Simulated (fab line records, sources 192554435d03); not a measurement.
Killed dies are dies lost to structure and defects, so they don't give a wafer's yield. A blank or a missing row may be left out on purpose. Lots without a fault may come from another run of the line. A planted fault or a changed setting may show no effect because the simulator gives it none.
Split-lot experiment | flow n5_finfet | 7 lots, 21 wafers read, on a route of 1938 steps

THE SPLIT
At N5_HKMG_FIN_PEB_10 (peb time 60 s), the setting peb_time_s was moved away from the recipe's 60 s on 6 of the 21 wafers read, by -17.7% to +18.6%. The other wafers ran this setting at the recipe's value.

FROM THE SPLIT TO THE READING: what the file shows between them, 1 step
- N5_HKMG_FIN_DEVELOP_11: develop time 30 s

THE READING
cd_nm, in nm, at N5_HKMG_FIN_CD_MEAS_12 (target cd 92.8 nm). Fault-free wafers of this fab line usually give 92.8 nm, standard deviation 0.63 nm.

wafer  | tool, chamber at the split | peb_time_s as run, s | against the recipe | cd_nm, nm | against lot-mates on the recipe
L075.1 | litho_track-02, 0          | 60                   | recipe             | 92.8      | -
L075.3 | litho_track-02, 0          | 49.4                 | -17.7%             | 85.8      | -7.0
L075.6 | litho_track-02, 0          | 60                   | recipe             | 92.9      | -
L077.1 | litho_track-02, 0          | 53.72                | -10.5%             | 88.3      | -4.2
L077.2 | litho_track-02, 0          | 60                   | recipe             | 92.7      | -
L077.5 | litho_track-02, 0          | 60                   | recipe             | 92.3      | -
L078.2 | litho_track-03, 0          | 60                   | recipe             | 92.0      | -
L078.3 | litho_track-03, 0          | 60                   | recipe             | 91.5      | -
L078.4 | litho_track-03, 0          | 60                   | recipe             | 92.4      | -
L081.2 | litho_track-05, 0          | 60                   | recipe             | 92.4      | -
L081.3 | litho_track-05, 0          | 71.16                | +18.6%             | 97.9      | +5.7
L081.5 | litho_track-05, 0          | 60                   | recipe             | 92.1      | -
L090.4 | litho_track-02, 0          | 53.91                | -10.2%             | 89.2      | -3.9
L090.5 | litho_track-02, 0          | 53.91                | -10.2%             | 88.8      | -4.3
L090.6 | litho_track-02, 0          | 60                   | recipe             | 93.1      | -
L091.2 | litho_track-05, 0          | 60                   | recipe             | 92.7      | -
L091.5 | litho_track-05, 0          | 60                   | recipe             | 92.8      | -
L091.6 | litho_track-05, 0          | 60                   | recipe             | 92.6      | -
L092.2 | litho_track-05, 0          | 49.71                | -17.1%             | 85.5      | -6.1
L092.3 | litho_track-05, 0          | 60                   | recipe             | 91.6      | -
L092.6 | litho_track-05, 0          | 60                   | recipe             | 91.6      | -

THE FIT
A straight line over all 21 wafers: cd_nm changes by +0.349 nm for each +1% of peb_time_s; r = +0.98; the points scatter about the line by 0.54 nm.
The same after taking each lot's own level away (the mean of its wafers on the recipe; 21 wafers): +0.359 nm for each +1%; r = +0.99; scatter 0.35 nm.
On that fit, the largest move of peb_time_s shifts the reading by 6.7 nm.
The lots' own levels span 91.60 to 93.10 nm, that is 2.4 times the standard deviation above.
So the lot-to-lot level changes the slope little: the two slopes agree.
Check: with one of the wafers moved furthest among these (+18.6%) left out of the fit, the line predicts +7.16 nm for it against its lot-mates. It came out at +5.65 nm against them.

OTHER SPLITS ON THESE WAFERS
These wafers also went through other splits before the reading. Each is held against what the fit with the lots' levels taken away leaves over:
other split on the same wafers | wafers away from the commonest value | r with cd_nm (lot level and that fit taken away)
N5_SDB_COAT_05 spin_rpm        | 7                                    | +0.19
N5_SDB_ETCH_18 source_w        | 5                                    | -0.01

THE FILE'S OWN FIT
cd_nm changes by +0.362 nm for each +1% of peb_time_s, r = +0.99.
